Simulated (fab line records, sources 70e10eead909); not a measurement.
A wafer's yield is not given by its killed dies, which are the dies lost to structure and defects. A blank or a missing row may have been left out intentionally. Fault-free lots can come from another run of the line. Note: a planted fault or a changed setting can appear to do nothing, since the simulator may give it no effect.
fab line records	flow nand_harc
record: lots: 6	wafers: 18	last_day: 24
route steps=1159 shown A_BLC@990 A_M0@994 END@1159
lots with no fault: from the same line, run without faults
start_h: the number of hours between the record's first day and the start of the first shown wafer of the lot	wait_h: how many hours have passed since the lot's step before this one	" identical to the entry in the row above	L1.1+2: one row covering several wafers at once	- no value, or no start given	* or withheld: withheld	< > ~ a bound
route shown NAME@n: names a module that has steps shown in the file, with the first one's number in the route	usual: mean and standard deviation over wafers with no fault	same: alike in all rows	chamber/n: place in a boat	sites: each site's reading	_std_site: how widely they spread, as a standard deviation	_edge_site: the outer-site mean with the inner-site mean subtracted	radius_mm: for every site, how far away it sits from the centre of the wafer	mask NAME#n: copy n	behind: the most recent tool/chamber to have shaped the wafer	hold: why the lot was held/for how many hours/how that ended	device: which transistor (n, p or np) failed to switch	end of line: the route-end tests of the same wafers	where a step has no rows: the recipe by itself	killed: not the wafer's yield, but the dies lost to structure and defects at the first sort	map: shows each die of a wafer: x if killed, . if not, _ if none is there
set.NAME: setting as actually run; set.NAME@STEP: the setting as run at that earlier step	model.NAME: the simulator's own value behind a step, which no gauge read
lots at some steps of the route; a table a step, a row a wafer
services: the hour from which a tool's chamber was out of use, counted from the record's first day as start_h (under 0 if before that day), plus the number of hours and why
== steps ==
step: NHARC_A_BLC_CMP_25
recipe: t_overpolish_s: 30	target_thk_nm: 150
usual: motor_current_A: 12.1/0.74	overpolish_run_s: 29.999/0.0095	time_to_endpoint_s: 30.0/2.6
lot.wafer	tool	chamber	start_h	wait_h	motor_current_A	overpolish_run_s	time_to_endpoint_s
L832.4	cmp-01	3	398.89	0.2	12.9	30.003	27.7
L832.1	"	1	"	"	11.9	29.995	24.1
L832.6	"	0	"	"	11.3	29.989	24.9
L836.4	cmp-04	1	416.34	0.2	12.8	30.007	31.8
L836.1	"	2	"	"	11.9	29.992	30.0
L836.5	"	1	"	"	12.9	30.001	34.9
L837.4	cmp-04	0	424.00	0.2	13.4	30.006	30.7
L837.2	"	1	"	"	12.6	30.010	33.8
L837.5	"	0	"	"	12.7	29.980	32.5
L841.2	cmp-02	0	450.48	0.4	11.8	30.002	27.1
L841.4	"	1	"	"	11.8	30.008	28.3
L841.3	"	2	"	"	14.3	29.994	24.0
L850.4	cmp-02	2	505.98	0.2	14.1	30.002	27.5
L850.3	"	1	"	"	11.0	30.008	28.9
L850.6	"	2	"	"	13.4	30.023	28.9
L855.1	cmp-01	2	530.91	0.4	11.8	29.986	32.5
L855.4	"	3	"	"	12.6	30.013	32.6
L855.2	"	0	"	"	10.9	29.993	32.0
step: NHARC_A_BLC_SRD_27
step: NHARC_A_BLC_INSPECT_28
usual: raw_defect_count: 400/99
lot.wafer	tool	chamber	start_h	wait_h	raw_defect_count
L832.1	defect_inspect-01	-	399.29	0.1	563
L832.4	"	-	"	"	352
L832.6	"	-	"	"	322
L836.1	defect_inspect-01	-	416.74	0.1	482
L836.4	"	-	"	"	612
L836.5	"	-	"	"	643
L837.2	defect_inspect-01	-	424.41	0.1	286
L837.4	"	-	"	"	336
L837.5	"	-	"	"	327
L841.2	defect_inspect-01	-	450.88	0.1	356
L841.3	"	-	"	"	410
L841.4	"	-	"	"	515
L850.3	defect_inspect-02	-	506.38	0.1	324
L850.4	"	-	"	"	414
L850.6	"	-	"	"	387
L855.1	defect_inspect-02	-	531.32	0.1	464
L855.2	"	-	"	"	554
L855.4	"	-	"	"	549
step: NHARC_A_M0_DEP_00
recipe: target_thk_a: 1500	target_thk_nm: 150	temp_c: withheld	pressure_torr: 5	flow_sccm: 200	rf_w: 600	material: SiOC
step: NHARC_A_M0_DEHYDRATE_01
recipe: temp_c: 150	time_s: 120
step: NHARC_A_M0_HMDS_02
recipe: time_s: 30
step: NHARC_A_M0_COAT_33
recipe: temp_c: 200	time_s: 65
step: NHARC_A_M0_COAT_03
recipe: spin_rpm: 1500	resist_thk_nm: 90
step: NHARC_A_M0_SOFTBAKE_04
recipe: temp_c: 105	time_s: 55
step: NHARC_A_M0_EBR_05
step: NHARC_A_M0_EXPOSE_06
recipe: na: 1.35	target_cd_nm: 80	dose_mj: 83.25	mask_id: A_M0
step: NHARC_A_M0_PEB_07
recipe: peb_temp_c: 100	peb_time_s: 65
usual: exhaust_pa: 45.0/0.91
lot.wafer	tool	chamber	start_h	wait_h	exhaust_pa
L832.1	litho_track-04	0	400.12	0.1	43.4
L832.4	"	0	"	"	44.6
L832.6	"	0	"	"	43.1
L836.1	litho_track-06	0	417.56	0.1	45.0
L836.4	"	0	"	"	45.5
L836.5	"	0	"	"	46.1
L837.2	litho_track-01	0	425.11	0.1	45.2
L837.4	"	0	"	"	45.4
L837.5	"	0	"	"	44.9
L841.2	litho_track-04	0	452.09	0.1	45.6
L841.3	"	0	"	"	45.3
L841.4	"	0	"	"	45.7
L850.3	litho_track-06	0	507.24	0.0	45.2
L850.4	"	0	"	"	44.8
L850.6	"	0	"	"	46.3
L855.1	litho_track-06	0	532.16	0.1	43.8
L855.2	"	0	"	"	44.3
L855.4	"	0	"	"	44.3
step: NHARC_A_M0_DEVELOP_08
recipe: develop_time_s: 35	dev_temp_c: 23
step: NHARC_A_M0_CD_MEAS_09
recipe: target_cd_nm: 80	landing_energy_ev: 500
usual: cd_nm: 80.3/0.76
lot.wafer	tool	chamber	start_h	wait_h	cd_nm
L832.1	cd_sem-03	0	400.20	-	80.2
L832.4	"	0	"	"	79.9
L832.6	"	0	"	"	79.4
L836.1	cd_sem-02	0	417.64	-	80.5
L836.4	"	0	"	"	81.5
L836.5	"	0	"	"	81.2
L837.2	cd_sem-02	0	425.19	-	79.6
L837.4	"	0	"	"	81.0
L837.5	"	0	"	"	79.4
L841.2	cd_sem-01	0	452.17	-	80.4
L841.3	"	0	"	"	79.6
L841.4	"	0	"	"	80.5
L850.3	cd_sem-02	0	507.32	-	92.9
L850.4	"	0	"	"	93.7
L850.6	"	0	"	"	93.7
L855.1	cd_sem-01	0	532.24	-	94.1
L855.2	"	0	"	"	93.0
L855.4	"	0	"	"	93.2
step: NHARC_A_M0_OVL_MEAS_10
recipe: pitch_nm: 160
usual: overlay_x_nm: -0.1/0.75	overlay_y_nm: 0.1/0.81
lot.wafer	tool	chamber	start_h	wait_h	overlay_x_nm	overlay_y_nm
L832.1	overlay-02	-	400.29	-	-1.3	0.5
L832.4	"	-	"	"	-0.4	0.2
L832.6	"	-	"	"	-0.5	0.8
L836.1	overlay-01	-	417.73	-	0.4	1.2
L836.4	"	-	"	"	0.3	1.7
L836.5	"	-	"	"	0.1	0.8
L837.2	overlay-02	-	425.27	-	0.7	-1.4
L837.4	"	-	"	"	0.8	-0.7
L837.5	"	-	"	"	0.6	-1.3
L841.2	overlay-01	-	452.26	-	0.0	0.3
L841.3	"	-	"	"	-0.2	-0.2
L841.4	"	-	"	"	0.1	0.2
L850.3	overlay-02	-	507.40	-	0.0	0.5
L850.4	"	-	"	"	-0.2	0.9
L850.6	"	-	"	"	-0.6	1.2
L855.1	overlay-01	-	532.33	-	0.2	-0.5
L855.2	"	-	"	"	-0.1	-0.3
L855.4	"	-	"	"	0.1	-0.3
step: NHARC_A_M0_INSPECT_11
usual: raw_defect_count: 30/16
lot.wafer	tool	chamber	start_h	wait_h	raw_defect_count
L832.1	defect_inspect-01	-	400.32	0.0	20
L832.4	"	-	"	"	18
L832.6	"	-	"	"	13
L836.1	defect_inspect-01	-	417.77	0.0	9
L836.4	"	-	"	"	9
L836.5	"	-	"	"	8
L837.2	defect_inspect-01	-	425.31	0.0	34
L837.4	"	-	"	"	32
L837.5	"	-	"	"	28
L841.2	defect_inspect-02	-	452.30	0.0	30
L841.3	"	-	"	"	26
L841.4	"	-	"	"	25
L850.3	defect_inspect-02	-	507.44	0.0	56
L850.4	"	-	"	"	56
L850.6	"	-	"	"	61
L855.1	defect_inspect-02	-	532.36	0.0	7
L855.2	"	-	"	"	15
L855.4	"	-	"	"	13
step: NHARC_A_M0_DESCUM_14
recipe: time_s: 3	o2_flow_sccm: 200	ar_flow_sccm: 0	bias_power_w: 0	chemistry: O2
usual: drypump_motor_current_A: 5.6/0.45	oes_product_au: 0.995/0.0098	rf_vpp_V: 57.5/0.83	showerhead_plenum_p_Torr: 1.86/0.067	throttle_valve_pct: 11.311/0.0093
same: time_s: 3
lot.wafer	tool	chamber	start_h	wait_h	drypump_motor_current_A	oes_product_au	rf_hours_counter_h	rf_vpp_V	showerhead_plenum_p_Torr	throttle_valve_pct	model.A_M0.cd_nm
L832.1	rie_diel-12	0	400.38	0.1	5.7	0.984	0.6	56.6	1.83	11.313	80.72
L832.4	"	2	"	"	5.6	0.999	0.5	57.6	1.92	11.306	79.31
L832.6	"	1	"	"	5.6	0.988	-	56.7	1.78	11.310	79.66
L836.1	rie_diel-11	3	417.83	0.1	5.6	1.002	2.4	59.6	1.94	11.301	80.66
L836.4	"	2	"	"	6.2	0.992	2.7	56.5	1.81	11.326	81.31
L836.5	"	3	"	"	5.6	1.000	-	57.4	1.94	11.316	80.89
L837.2	rie_diel-11	3	425.38	0.1	5.6	1.003	3.6	58.0	1.94	11.309	79.3
L837.5	"	2	"	"	6.2	1.003	-	57.3	1.81	11.307	79.22
L837.4	"	3	"	"	5.6	1.002	-	56.9	1.94	11.310	81.03
L841.3	rie_diel-03	0	452.36	0.1	5.9	0.980	3.8	57.0	1.89	11.311	79.87
L841.2	"	2	"	"	6.4	0.988	4.0	56.4	1.78	11.315	80.76
L841.4	"	3	"	"	5.0	0.993	4.3	57.9	1.82	11.329	80.86
L850.4	rie_diel-03	3	507.51	0.1	5.0	1.000	8.6	55.2	1.82	11.290	93.49
L850.3	"	1	"	"	5.5	1.009	8.4	58.3	1.94	11.307	92.45
L850.6	"	3	"	"	5.0	0.993	-	57.5	1.82	11.333	93.49
L855.2	rie_diel-03	2	532.42	0.1	6.4	0.984	9.7	57.8	1.78	11.300	92.49
L855.1	"	0	"	"	5.9	0.986	10.3	56.8	1.88	11.309	93.36
L855.4	"	1	"	"	5.5	1.008	9.8	57.8	1.94	11.301	92.36
step: NHARC_A_M0_ETCH_34
recipe: target_depth_a: 400	overetch_a: 120	time_s: 43.94	ion_energy_ev: 200	n2_flow_sccm: 150	h2_flow_sccm: 150	ar_flow_sccm: 0	rf_w: 400	bias_w: 150	chemistry: N2/H2
usual: drypump_motor_current_A: 5.6/0.44	oes_product_au: 0.997/0.01	rf_vpp_V: 429.1/2.3	showerhead_plenum_p_Torr: 1.99/0.076	throttle_valve_pct: 14.171/0.0086
same: time_s: 43.94
lot.wafer	tool	chamber	start_h	wait_h	drypump_motor_current_A	oes_product_au	rf_hours_counter_h	rf_vpp_V	showerhead_plenum_p_Torr	throttle_valve_pct
L832.1	rie_diel-12	0	400.48	0.1	5.7	0.988	0.6	428.3	1.95	14.172
L832.4	"	1	"	"	5.6	0.989	0.4	426.4	1.89	14.169
L832.6	"	0	"	"	5.8	0.997	-	428.7	1.95	14.168
L836.4	rie_diel-11	2	417.92	0.1	6.1	1.001	2.7	427.4	1.93	14.167
L836.1	"	0	"	"	4.7	1.016	3.3	427.4	1.93	14.181
L836.5	"	2	"	"	6.2	0.990	-	427.0	1.93	14.170
L837.2	rie_diel-11	1	425.48	0.1	5.0	0.993	4.0	434.0	2.18	14.169
L837.5	"	1	"	"	5.0	1.008	-	433.4	2.18	14.179
L837.4	"	2	"	"	6.2	1.001	-	428.2	1.93	14.175
L841.2	rie_diel-03	3	452.44	0.1	5.0	0.998	4.3	427.8	1.94	14.178
L841.4	"	0	"	"	5.9	0.995	3.8	430.6	2.01	14.168
L841.3	"	1	"	"	5.5	0.995	4.0	431.4	2.07	14.159
L850.3	rie_diel-03	2	507.59	0.1	6.4	0.986	8.1	424.9	1.89	14.170
L850.4	"	0	"	"	5.9	0.992	8.4	429.6	2.01	14.182
L850.6	"	2	"	"	6.4	0.985	-	426.9	1.89	14.162
L855.1	rie_diel-03	3	532.51	0.1	5.0	1.009	10.7	428.9	1.93	14.178
L855.2	"	1	"	"	5.5	1.013	9.8	432.5	2.06	14.188
L855.4	"	2	"	"	6.4	0.977	9.7	426.6	1.89	14.169
step: NHARC_A_M0_ETCH_15
recipe: target_depth_a: 1500	overetch_a: 150	time_s: 82.5	c4f8_flow_sccm: withheld	ar_flow_sccm: 400	rf_w: 600	bias_w: 300	chemistry: C4F8/Ar
usual: oes_product_au: 0.947/0.024	rf_vpp_V: 439.3/2.5
same: time_s: 82.5
lot.wafer	tool	chamber	start_h	wait_h	oes_product_au	rf_hours_counter_h	rf_vpp_V	model.A_M0.cd_nm
L832.1	rie_diel-12	1	-	-	0.957	0	436.3	80.49
L832.4	"	3	"	"	0.964	1	438.4	79.35
L832.6	"	2	"	"	0.987	-	441.6	79.27
L836.4	rie_diel-11	2	-	-	0.988	3	438.4	81.32
L836.1	"	3	"	"	0.966	2	440.4	80.7
L836.5	"	3	"	"	0.959	-	441.8	80.95
L837.2	rie_diel-11	1	-	-	0.943	4	445.2	79.4
L837.5	"	2	"	"	0.930	-	435.3	79.17
L837.4	"	1	"	"	0.942	-	446.5	80.9
L841.2	rie_diel-03	2	-	-	0.950	4	435.6	80.09
L841.4	"	3	"	"	0.973	4	437.1	80.32
L841.3	"	0	"	"	0.933	4	439.9	79.62
L850.4	rie_diel-03	2	-	-	0.959	8	437.6	93.37
L850.3	"	0	"	"	0.983	8	439.7	92.61
L850.6	"	1	"	"	0.987	-	440.0	93.99
L855.4	rie_diel-03	1	-	-	0.936	10	443.4	92.75
L855.2	"	3	"	"	0.925	11	437.8	92.74
L855.1	"	0	"	"	0.920	10	439.9	93.28
step: NHARC_A_M0_CD_MEAS_16
usual: cd_nm: 80.2/0.77
lot.wafer	tool	chamber	start_h	wait_h	cd_nm
L832.1	cd_sem-03	-	400.68	-	80.4
L832.4	"	-	"	"	79.4
L832.6	"	-	"	"	79.1
L836.1	cd_sem-01	-	418.13	-	80.7
L836.4	"	-	"	"	81.1
L836.5	"	-	"	"	80.7
L837.2	cd_sem-03	-	425.72	-	79.8
L837.4	"	-	"	"	80.8
L837.5	"	-	"	"	79.2
L841.2	cd_sem-01	-	452.66	-	80.0
L841.3	"	-	"	"	79.3
L841.4	"	-	"	"	80.5
L850.3	cd_sem-03	-	507.82	-	92.4
L850.4	"	-	"	"	93.4
L850.6	"	-	"	"	93.4
L855.1	cd_sem-03	-	532.72	-	93.3
L855.2	"	-	"	"	92.7
L855.4	"	-	"	"	92.9
step: NHARC_END_SORT_01
recipe: temp_c: 25
usual: defect_limited_yield: 95.3/1.6	killed_at_array: 27/12	killed_at_other: 0.8/1	killed_at_periphery: 4.0/2.5	killed_dies: 32/11	killed_open: 3.3/1.8	killed_short: 2.0/1.5	sort_bin_2_pct: 1.5/0.59	sort_bin_3_pct: 0.27/0.22	sort_bin_4_pct: 3.0/1.1	sort_n_pass: 645/11	sort_rim_yield_pct: 95.6/2.7	sort_yield_pct: 95.3/1.6
same: gross_dies: 677	sort_bin_5_pct[%]: 0	sort_bin_6_pct[%]: 0	sort_bin_7_pct[%]: 0	sort_bin_8_pct[%]: 0	sort_rim_n_gross: 106.00
lot.wafer	tool	chamber	start_h	wait_h	defect_limited_yield[%]	killed_at_array	killed_at_other	killed_at_periphery	killed_dies	killed_open	killed_short	sort_bin_2_pct[%]	sort_bin_3_pct[%]	sort_bin_4_pct[%]	sort_n_pass	sort_rim_yield_pct[%]	sort_yield_pct[%]
L850.3	prober-01	0	553.35	3.1	94.1	38	0	2	40	4	0	1.8	0.15	4.0	637	89.6	94.1
killed by level:class
L850.3 A_CHANNEL_HOLE_D1:chamber_film_flake=18 A_SLIT:chamber_film_flake=12 A_STAIRCASE:chamber_film_flake=3 A_STAIRCASE:geometric_particle:open=1 A_WL_FILL:geometric_particle:open=1 A_CONTACT:geometric_particle:open=1 A_BLC:geometric_particle:open=1 P_STI:chamber_film_flake=1
== services ==
tool	chamber	start_h	hours	kind
cmp-01	-	375.54	4.0	pm
rie_diel-12	0	377.04	5.5	repair
rie_diel-03	2	381.00	8.3	repair
rie_diel-12	-	381.29	9.0	pm
rie_diel-03	-	392.33	9.0	pm
rie_diel-03	0	392.33	9.0	vent_cycle
cmp-04	-	399.16	4.0	pm
rie_diel-11	-	400.73	0.2	repair
rie_diel-03	0	402.85	3.0	repair
rie_diel-11	1	407.61	1.2	repair
rie_diel-11	3	413.71	2.8	repair
rie_diel-11	0	419.63	6.9	repair
cmp-02	-	422.69	4.0	pm
cmp-01	-	441.24	12.0	repair
litho_track-01	-	443.01	7.0	pm
cmp-02	-	449.29	1.1	repair
rie_diel-11	3	454.92	3.6	repair
litho_track-06	-	467.00	7.0	pm
cmp-02	-	472.17	1.2	repair
cmp-01	-	473.54	4.0	pm
litho_track-04	-	491.00	7.0	pm
cmp-04	-	497.16	4.0	pm
rie_diel-12	1	516.28	3.6	repair
cmp-02	-	520.69	4.0	pm
== key ==
first_sign: step: NHARC_A_M0_CD_MEAS_09	reading: cd_nm	direction: up	sigmas: 17	usual: 80.3	struck: 93.4
effect: step: NHARC_A_M0_CD_MEAS_16	reading: cd_nm	direction: up	sigmas: 17	usual: 80.2	struck: 93.0
model_effect: step: NHARC_A_M0_DESCUM_14	value: A_M0.cd_nm	without: 80.12	struck: 92.94
model_effect: step: NHARC_A_M0_ETCH_15	value: A_M0.cd_nm	without: 80.31	struck: 93.12
met_at NHARC_A_M0_PEB_07
struck_wafers L850.3,L850.4,L850.6,L855.1,L855.2,L855.4
onset_between 417.56 507.24
also_fits time
fault: kind: process_parameter_drift	tool: litho_track-06	chamber: -	onset_h: 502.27	steps: NHARC_A_M0_PEB_07	channel: peb_time_s	offset: *	shape: step	end_h: 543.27	acts_in: *	stated: *
